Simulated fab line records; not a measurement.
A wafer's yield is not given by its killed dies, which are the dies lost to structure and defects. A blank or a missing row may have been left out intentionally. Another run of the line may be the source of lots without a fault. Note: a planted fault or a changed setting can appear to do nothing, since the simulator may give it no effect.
fab line records	flow nandHarc
record: lots: 5	wafers: 15	lastDay: 33
route steps=1302 shown P_ZERO_WELL@14 END@1302
lots with no fault: from the same line, run without faults
startH: hours from the record's opening day to when the first of the lot's shown wafers began	waitH: how many hours have passed since the lot's step before this one	" unchanged from the row above	L1.1+2: a row that stands for several wafers	- no value, or no start given	* or withheld: withheld	< > ~ a bound
route shown NAME@n: NAME is a module with steps in the file, n the number in the route of the first one	usual: the fault-free wafers' mean and standard deviation	same: alike in all rows	chamber/n: place in a boat	sites: each site's reading	_std_site: their standard deviation	_edge_site: mean of outer sites minus mean of inner sites	radiusMm: how far each site lies from the wafer's centre	mask NAME#n: copy n	behind: the most recent tool/chamber to have shaped the wafer	hold: reason for holding the lot/hours on hold/outcome of the hold	device: transistor that didn't switch, given as n, p or np	end of line: tests of these same wafers at the route's end	a step given without rows: its recipe and nothing more	killed: the dies lost at the first sort to structure and to defects; this is not the yield of the wafer	map: per-die view of a wafer (x killed, . not killed, _ where there is no die)
set.NAME: the setting the step ran with; set.NAME@STEP: the setting that earlier step ran with	model.NAME: the simulator's own value behind a step, which no gauge read
lots seen at some steps along the route; tables by step, rows by wafer
services: the hour from which a tool's chamber was out of use, counted from the record's first day as startH (under 0 if before that day), plus the number of hours and why
== steps ==
step: NHARC_P_ZERO_WELL_CD_MEAS_11
recipe: targetCdNm: 500	landingEnergyEv: 500
usual: cdNm: 498.7/1.8
lot.wafer	tool	chamber	startH	waitH	cdNm
L667.3	cdSem-01	0	41.24	-	500.7
L667.4	"	0	"	"	497.3
L667.6	"	0	"	"	501.1
L668.1	cdSem-03	0	51.23	-	497.8
L668.4	"	0	"	"	499.9
L668.5	"	0	"	"	498.3
L678.3	cdSem-03	0	151.12	-	499.3
L678.4	"	0	"	"	499.2
L678.5	"	0	"	"	497.8
L686.1	cdSem-01	0	231.23	-	499.6
L686.4	"	0	"	"	498.7
L686.5	"	0	"	"	501.3
L687.3	cdSem-03	0	241.11	-	496.5
L687.4	"	0	"	"	499.3
L687.5	"	0	"	"	500.3
step: NHARC_P_ZERO_WELL_HARDBAKE_12
recipe: tempC: 118	timeS: 65
step: NHARC_P_ZERO_WELL_DESCUM_13
recipe: timeS: 3	o2FlowSccm: 200	arFlowSccm: 0	biasPowerW: 0	chemistry: O2
usual: drypumpMotorCurrentA: 5.8/0.32	o2FlowSccm: 199.9/0.57	oesProductAu: 1.002/0.0097	rfVppV: 57.7/0.93	showerheadPlenumPTorr: 1.86/0.088	throttleValvePct: 11.310/0.0094
lot.wafer	tool	chamber	startH	waitH	drypumpMotorCurrentA	o2FlowSccm	oesProductAu	rfHoursCounterH	rfVppV	showerheadPlenumPTorr	throttleValvePct
L667.4	rieDiel-01	2	41.47	-	5.7	199.5	1.002	2	57.1	1.80	11.308
L667.3	"	3	"	"	5.8	199.6	1.007	2	57.6	1.79	11.310
L667.6	"	3	"	"	5.8	199.9	1.006	-	56.3	1.79	11.324
L668.4	rieDiel-06	1	51.39	-	5.7	200.0	1.010	27	57.8	1.94	11.312
L668.1	"	2	"	"	5.0	199.3	1.005	31	57.5	1.78	11.298
L668.5	"	2	"	"	5.0	198.6	0.995	-	56.2	1.78	11.301
L678.3	rieDiel-01	0	151.27	-	5.4	200.5	0.986	38	58.5	1.95	11.322
L678.4	"	2	"	"	5.7	199.6	0.987	36	57.8	1.79	11.293
L678.5	"	0	"	"	5.4	199.6	0.991	-	57.2	1.95	11.314
L686.1	rieDiel-01	0	231.40	-	5.4	199.1	0.978	4	57.4	1.95	11.298
L686.4	"	2	"	"	5.7	200.6	1.006	5	57.6	1.79	11.308
L686.5	"	3	"	"	5.8	200.0	1.004	-	59.7	2.08	11.326
L687.3	rieDiel-12	0	241.26	-	5.9	199.5	0.998	53	57.9	1.77	11.302
L687.4	"	2	"	"	6.2	199.8	1.019	46	58.1	1.85	11.304
L687.5	"	0	"	"	5.9	200.3	0.994	-	57.2	1.77	11.310
step: NHARC_P_ZERO_WELL_ETCH_65
recipe: targetDepthA: 800	overetchA: 240	timeS: 87.88	ionEnergyEv: 200	n2FlowSccm: 150	h2FlowSccm: 150	arFlowSccm: 0	rfW: 400	biasW: 150	chemistry: N2/H2
usual: drypumpMotorCurrentA: 5.8/0.32	oesProductAu: 1.003/0.0095	rfVppV: 429.0/2.7	showerheadPlenumPTorr: 1.98/0.099	throttleValvePct: 14.170/0.009
lot.wafer	tool	chamber	startH	waitH	drypumpMotorCurrentA	oesProductAu	rfHoursCounterH	rfVppV	showerheadPlenumPTorr	throttleValvePct
L667.3	rieDiel-01	3	41.58	0.1	5.8	0.986	2	428.1	1.90	14.166
L667.4	"	1	"	"	6.4	0.994	2	429.4	1.96	14.162
L667.6	"	3	"	"	5.8	0.984	-	424.9	1.90	14.173
L668.1	rieDiel-06	1	51.48	0.1	5.7	1.009	27	432.1	2.07	14.156
L668.4	"	3	"	"	5.9	1.010	30	429.5	2.01	14.167
L668.5	"	1	"	"	5.7	1.005	-	432.4	2.07	14.185
L678.4	rieDiel-01	3	151.36	0.1	5.8	1.025	38	427.2	1.89	14.173
L678.3	"	0	"	"	5.4	1.013	38	432.0	2.08	14.164
L678.5	"	3	"	"	5.8	1.025	-	426.7	1.89	14.171
L686.1	rieDiel-01	0	231.48	0.1	5.4	0.995	4	431.3	2.08	14.151
L686.4	"	2	"	"	5.7	1.006	5	426.5	1.90	14.172
L686.5	"	3	"	"	5.8	0.995	-	436.7	2.22	14.159
L687.3	rieDiel-12	3	241.35	0.1	5.8	1.003	49	428.0	1.90	14.173
L687.4	"	0	"	"	5.9	1.002	53	425.1	1.88	14.166
L687.5	"	0	"	"	5.9	0.997	-	425.9	1.88	14.168
step: NHARC_P_ZERO_WELL_ETCH_62
recipe: targetDepthA: 130	timeS: 6.5	chf3FlowSccm: 50	arFlowSccm: 200	rfW: 500	biasW: 200	chemistry: CHF3/Ar
usual: chf3FlowSccm: 50.01/0.15	drypumpMotorCurrentA: 5.8/0.32	oesProductAu: 0.964/0.015	rfVppV: 369.4/2.5	showerheadPlenumPTorr: 2.29/0.1	throttleValvePct: 20.217/0.0099
lot.wafer	tool	chamber	startH	waitH	chf3FlowSccm	drypumpMotorCurrentA	oesProductAu	rfHoursCounterH	rfVppV	showerheadPlenumPTorr	throttleValvePct
L667.4	rieDiel-01	2	-	-	50.13	5.7	0.944	2	365.6	2.21	20.222
L667.3	"	3	"	"	50.29	5.8	0.946	3	367.0	2.19	20.214
L667.6	"	1	"	"	49.90	6.4	0.954	-	368.9	2.26	20.193
L668.1	rieDiel-06	1	-	-	50.02	5.7	0.969	27	371.8	2.38	20.231
L668.4	"	3	"	"	49.96	5.9	0.976	30	368.6	2.31	20.206
L668.5	"	1	"	"	49.96	5.7	0.967	-	371.0	2.38	20.233
L678.3	rieDiel-01	1	-	-	49.72	6.4	0.971	35	367.2	2.24	20.211
L678.4	"	0	"	"	49.90	5.4	0.956	38	372.8	2.39	20.213
L678.5	"	2	"	"	50.20	5.7	0.979	-	367.9	2.20	20.214
L686.1	rieDiel-01	0	-	-	49.86	5.4	0.957	4	371.8	2.38	20.221
L686.4	"	1	"	"	50.10	6.4	0.978	4	368.4	2.24	20.221
L686.5	"	2	"	"	49.96	5.7	0.981	-	367.7	2.20	20.228
L687.4	rieDiel-12	3	-	-	50.06	5.8	0.970	49	369.2	2.19	20.234
L687.3	"	1	"	"	50.00	5.7	0.947	47	372.2	2.45	20.225
L687.5	"	3	"	"	49.95	5.8	0.976	-	367.5	2.19	20.211
step: NHARC_P_ZERO_WELL_ETCH_63
recipe: targetDepthA: 1200	timeS: 40.1	hbrFlowSccm: 150	cl2FlowSccm: 50	rfW: 400	icpW: 400	biasW: 100	chemistry: HBr/Cl2
usual: drypumpMotorCurrentA: 5.5/0.37	oesProductAu: 0.999/0.011	throttleValvePct: 26.405/0.0099
lot.wafer	tool	chamber	startH	waitH	drypumpMotorCurrentA	oesProductAu	rfHoursCounterH	throttleValvePct
L667.4	rieSi-06	0	41.87	-	5.1	1.020	0.8	26.398
L667.3	"	3	"	"	5.7	0.993	0.8	26.397
L667.6	"	1	"	"	6.2	0.995	-	26.406
L668.1	rieSi-04	1	51.69	-	5.3	1.007	0.6	26.411
L668.4	"	2	"	"	5.3	1.001	-	26.396
L668.5	"	0	"	"	4.9	0.991	-	26.402
L678.4	rieSi-06	3	151.52	-	5.7	0.999	0.5	26.413
L678.3	"	2	"	"	5.2	1.005	0.4	26.400
L678.5	"	0	"	"	5.1	1.008	-	26.392
L686.1	rieSi-06	1	231.66	-	6.2	1.004	0.9	26.393
L686.4	"	2	"	"	5.2	0.993	0.9	26.393
L686.5	"	2	"	"	5.2	0.992	-	26.414
L687.3	rieSi-06	1	241.52	-	6.2	0.985	1.0	26.400
L687.4	"	2	"	"	5.2	0.993	0.9	26.417
L687.5	"	1	"	"	6.2	0.992	-	26.402
step: NHARC_P_ZERO_WELL_STRIP_15
recipe: timeS: 900	tempC: 130	chemistry: SPM
step: NHARC_P_ZERO_WELL_DEHYDRATE_16
recipe: tempC: 150	timeS: 120
step: NHARC_P_ZERO_WELL_HMDS_17
recipe: timeS: 30
step: NHARC_P_ZERO_WELL_COAT_18
recipe: spinRpm: withheld
step: NHARC_P_ZERO_WELL_SOFTBAKE_19
recipe: tempC: 122	timeS: 95
step: NHARC_P_ZERO_WELL_EBR_20
step: NHARC_P_ZERO_WELL_EXPOSE_21
recipe: na: 0.6	targetCdNm: 720	doseMj: 22.31	maskId: P_NWELL
usual: exposureDoseMJCm2: 22.308/0.024	focusOffsetNm: 0.0/0.45
lot.wafer	tool	chamber	startH	waitH	mask	exposureDoseMJCm2	focusOffsetNm
L667.3	krfScanner-03	0	42.65	-	P_PWELL#0	22.261	-0.3
L667.4	"	0	"	"	P_PWELL#0	22.288	-0.5
L667.6	"	0	"	"	P_PWELL#0	22.264	0.0
L668.1	krfScanner-03	0	52.32	-	P_NWELL#0	22.311	0.1
L668.4	"	0	"	"	P_NWELL#0	22.301	-0.6
L668.5	"	0	"	"	P_NWELL#0	22.319	-0.5
L678.3	krfScanner-03	0	152.30	-	P_NWELL#0	22.325	0.4
L678.4	"	0	"	"	P_NWELL#0	22.320	0.1
L678.5	"	0	"	"	P_NWELL#0	22.369	-0.7
L686.1	krfScanner-04	0	232.43	-	P_NWELL#0	22.326	0.7
L686.4	"	0	"	"	P_NWELL#0	22.304	-0.8
L686.5	"	0	"	"	P_NWELL#0	22.319	-0.2
L687.3	krfScanner-01	0	242.30	-	P_NWELL#0	22.302	0.6
L687.4	"	0	"	"	P_NWELL#0	22.335	0.1
L687.5	"	0	"	"	P_NWELL#0	22.267	-0.3
step: NHARC_P_ZERO_WELL_PEB_22
recipe: pebTempC: 118	pebTimeS: 85
step: NHARC_P_ZERO_WELL_DEVELOP_23
recipe: timeS: 70
step: NHARC_P_ZERO_WELL_CD_MEAS_24
recipe: targetCdNm: 720	landingEnergyEv: 500
usual: cdNm: 719.5/2.2
lot.wafer	tool	chamber	startH	waitH	cdNm
L667.3	cdSem-02	0	42.80	-	-
L667.4	"	0	"	"	-
L667.6	"	0	"	"	-
L668.1	cdSem-03	0	52.48	-	722.5
L668.4	"	0	"	"	720.0
L668.5	"	0	"	"	725.2
L678.3	cdSem-03	0	152.45	-	722.0
L678.4	"	0	"	"	721.6
L678.5	"	0	"	"	721.8
L686.1	cdSem-02	0	232.58	-	718.3
L686.4	"	0	"	"	721.0
L686.5	"	0	"	"	718.8
L687.3	cdSem-02	0	242.45	-	715.7
L687.4	"	0	"	"	722.5
L687.5	"	0	"	"	720.5
step: NHARC_P_ZERO_WELL_HARDBAKE_25
recipe: tempC: 125	timeS: 80
step: NHARC_END_SORT_01
recipe: tempC: 25
usual: killedAtArray: 55/20	killedAtOther: 1.1/1.2	killedAtPeriphery: 3.8/2.8	killedDies: 60/19	killedOpen: 3.4/1.9	killedShort: 2.2/1.5
same: grossDies: 677
lot.wafer	tool	chamber	startH	waitH	killedAtArray	killedAtOther	killedAtPeriphery	killedDies	killedOpen	killedShort
L667.3	prober-02	0	577.61	3.1	79	0	598	677	4	1
L667.4	prober-02	0	578.42	3.4	70	0	607	677	2	5
L667.6	prober-02	0	580.04	4.0	64	0	613	677	0	3
L686.1	prober-02	0	767.04	2.5	32	0	4	36	3	3
L686.4	prober-02	0	769.45	3.4	35	1	4	40	3	2
L686.5	prober-02	0	770.25	3.7	32	1	5	38	0	1
L687.3	prober-02	0	782.85	3.1	19	2	3	24	7	1
L687.4	prober-02	0	783.65	3.4	15	2	4	21	3	1
L687.5	prober-02	0	784.45	3.7	27	2	0	29	4	3
killed by level:class
L667.3 P_ZERO_WELL:areaExpose=595 A_CHANNEL_HOLE_D2:chamberFilmFlake=40 A_SLIT:chamberFilmFlake=26 A_CONTACT:chamberFilmFlake=4 A_M1:chamberFilmFlake=3 P_GATE:geometricParticle:open=2 P_M0:geometricParticle:open=1 A_CHANNEL_HOLE_D1:geometricParticle:short=1
L667.4 P_ZERO_WELL:areaExpose=604 A_CHANNEL_HOLE_D2:chamberFilmFlake=32 A_SLIT:chamberFilmFlake=21 A_CHANNEL_HOLE_D1:chamberFilmFlake=4 A_CONTACT:chamberFilmFlake=3 P_GATE:chamberFilmFlake=2 P_CONTACT:geometricParticle:short=1 A_CHANNEL_FILL_D1:geometricParticle:short=1
L667.6 P_ZERO_WELL:areaExpose=612 A_CHANNEL_HOLE_D2:chamberFilmFlake=30 A_SLIT:chamberFilmFlake=21 A_STAIRCASE:chamberFilmFlake=6 A_CONTACT:chamberFilmFlake=3 A_WL_FILL:geometricParticle:short=2 A_SGD_CUT:geometricParticle:short=1 P_STI:chamberFilmFlake=1
L686.1 A_CHANNEL_HOLE_D1:chamberFilmFlake=9 A_SLIT:chamberFilmFlake=7 A_STAIRCASE:chamberFilmFlake=5 A_CONTACT:chamberFilmFlake=5 P_STI:chamberFilmFlake=2 P_STI:geometricParticle:short=1 P_M0:geometricParticle:open=1 A_ONON_D1:geometricParticle:short=1
L686.4 A_CHANNEL_HOLE_D1:chamberFilmFlake=12 A_CONTACT:chamberFilmFlake=6 A_STAIRCASE:chamberFilmFlake=5 A_SLIT:chamberFilmFlake=5 P_STI:chamberFilmFlake=2 A_CHANNEL_HOLE_D2:chamberFilmFlake=2 P_M2:geometricParticle:short=1 A_CHANNEL_FILL_D1:geometricParticle:short=1
L686.5 A_CHANNEL_HOLE_D1:chamberFilmFlake=12 A_SLIT:chamberFilmFlake=6 A_STAIRCASE:chamberFilmFlake=4 A_CONTACT:chamberFilmFlake=4 A_BLC:chamberFilmFlake=4 P_STI:chamberFilmFlake=3 P_M2:chamberFilmFlake=2 A_CHANNEL_HOLE_D2:geometricParticle:short=1
L687.3 A_SLIT:chamberFilmFlake=6 A_CHANNEL_FILL_D1:chamberFilmFlake=3 A_CHANNEL_FILL_D2:geometricParticle:open=2 P_CONTACT:geometricParticle:open=1 P_M0:geometricParticle:open=1 A_DECK1_JOINT:geometricParticle:open=1 A_CHANNEL_HOLE_D2:geometricParticle:open=1 A_WL_FILL:geometricParticle:short=1
L687.4 A_SLIT:chamberFilmFlake=6 P_BONDPAD:chamberFilmFlake=3 A_STAIRCASE:chamberFilmFlake=2 THIN_TSV:chamberFilmFlake=2 A_ONON_D2:geometricParticle:short=1 A_CHANNEL_FILL_D2:geometricParticle:open=1 A_WL_FILL:geometricParticle:open=1 A_M0:geometricParticle:open=1
L687.5 A_STAIRCASE:chamberFilmFlake=7 A_SLIT:chamberFilmFlake=7 A_WL_FILL:geometricParticle:short=2 A_CHANNEL_FILL_D1:chamberFilmFlake=2 A_WL_FILL:chamberFilmFlake=2 THIN_TSV:chamberFilmFlake=2 A_ONON_D1:geometricParticle:open=1 A_CHANNEL_FILL_D1:geometricParticle:open=1
map L667.3 (x killed, . not)
____________x____________
_________xxxxxxx_________
_______xxxxxxxxxxx_______
______xxxxxxxxxxxxx______
_____xxxxxxxxxxxxxxx_____
____xxxxxxxxxxxxxxxxx____
____xxxxxxxxxxxxxxxxx____
___xxxxxxxxxxxxxxxxxxx___
___xxxxxxxxxxxxxxxxxxx___
__xxxxxxxxxxxxxxxxxxxxx__
__xxxxxxxxxxxxxxxxxxxxx__
_xxxxxxxxxxxxxxxxxxxxxxx_
_xxxxxxxxxxxxxxxxxxxxxxx_
_xxxxxxxxxxxxxxxxxxxxxxx_
_xxxxxxxxxxxxxxxxxxxxxxx_
_xxxxxxxxxxxxxxxxxxxxxxx_
xxxxxxxxxxxxxxxxxxxxxxxxx
xxxxxxxxxxxxxxxxxxxxxxxxx
xxxxxxxxxxxxxxxxxxxxxxxxx
xxxxxxxxxxxxxxxxxxxxxxxxx
xxxxxxxxxxxxxxxxxxxxxxxxx
_xxxxxxxxxxxxxxxxxxxxxxx_
_xxxxxxxxxxxxxxxxxxxxxxx_
_xxxxxxxxxxxxxxxxxxxxxxx_
_xxxxxxxxxxxxxxxxxxxxxxx_
_xxxxxxxxxxxxxxxxxxxxxxx_
__xxxxxxxxxxxxxxxxxxxxx__
__xxxxxxxxxxxxxxxxxxxxx__
___xxxxxxxxxxxxxxxxxxx___
___xxxxxxxxxxxxxxxxxxx___
____xxxxxxxxxxxxxxxxx____
____xxxxxxxxxxxxxxxxx____
_____xxxxxxxxxxxxxxx_____
______xxxxxxxxxxxxx______
_______xxxxxxxxxxx_______
_________xxxxxxx_________
____________x____________
map L678.4 (x killed, . not)
____________.____________
_________......._________
_______..........._______
______...........x.______
_____..............._____
____.................____
____.................____
___................x..___
___...................___
__..............x......__
__.....................__
_......................._
_......................._
_......................._
_......................._
_.......x..x............_
.........................
...............x.........
.........................
..................x......
..................xxx....
_..................x...._
_....x.x.........xxx..x._
_......x.........xxxxx.._
_.................x....._
_.....x.........xxx.x..._
__....x....x.....x.x...__
__..x............xxx...__
___...............x.x.___
___...................___
____.................____
____...............x.____
_____..............._____
______.............______
_______......x...._______
_________......._________
____________.____________
== services ==
tool	chamber	startH	hours	kind
rieDiel-01	-	27.19	9.0	pm
rieDiel-12	-	35.72	0.8	repair
rieSi-04	3	42.27	10.2	repair
krfScanner-03	-	57.60	4.0	pm
rieDiel-06	-	58.16	0.8	repair
rieSi-04	2	66.78	8.1	repair
krfScanner-03	-	67.42	0.3	repair
rieSi-06	-	72.00	9.0	pm
rieDiel-12	2	86.02	8.6	repair
krfScanner-03	-	91.07	9.7	repair
rieDiel-06	3	91.33	9.2	repair
rieDiel-12	-	91.49	9.0	pm
krfScanner-04	-	105.42	0.4	repair
rieDiel-06	-	130.20	9.0	pm
rieSi-04	-	137.80	0.3	repair
krfScanner-01	-	140.00	4.0	pm
rieDiel-01	3	157.35	2.9	repair
rieDiel-12	2	167.76	10.3	repair
rieSi-06	1	180.12	2.8	repair
krfScanner-03	-	190.71	1.0	repair
rieDiel-12	3	192.68	3.1	repair
rieDiel-06	3	195.66	2.8	repair
rieDiel-01	-	204.57	9.0	pm
krfScanner-03	-	229.60	4.0	pm
== key ==
firstSign: step: NHARC_P_ZERO_WELL_EXPOSE_21	reading: mask	direction: changed
effect: step: NHARC_P_ZERO_WELL_CD_MEAS_24	reading: cdNm	direction: missing
effect: step: NHARC_END_SORT_01	reading: killedAtPeriphery	direction: up	sigmas: 99+	usual: 3.8	struck: 606
moreKillsBornAt: NHARC_P_ZERO_WELL_EXPOSE_21@krfScanner-03: 1811
metAt NHARC_P_ZERO_WELL_EXPOSE_21
struckWafers L667.3,L667.4,L667.6
laterRowsLeftOut L667.3,L667.4,L667.6
testerLeftOut L667
fault: kind: wrongMask	tool: any	chamber: -	onsetH: 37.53	steps: NHARC_P_ZERO_WELL_EXPOSE_21	auxCopy: P_PWELL#0	scope: struckLotsOnly
testerLeftOut: of these lots the tester's yield and bins aren't shown, on N5 and GAA mostly nor the transistor test; their killed dies are dies lost to structure and defects alone, not to doping, threshold or leakage, so they don't give the yield
laterRowsLeftOut: the simulator's readings of these wafers behind a module that went badly wrong aren't trusted and aren't shown, but for the sort
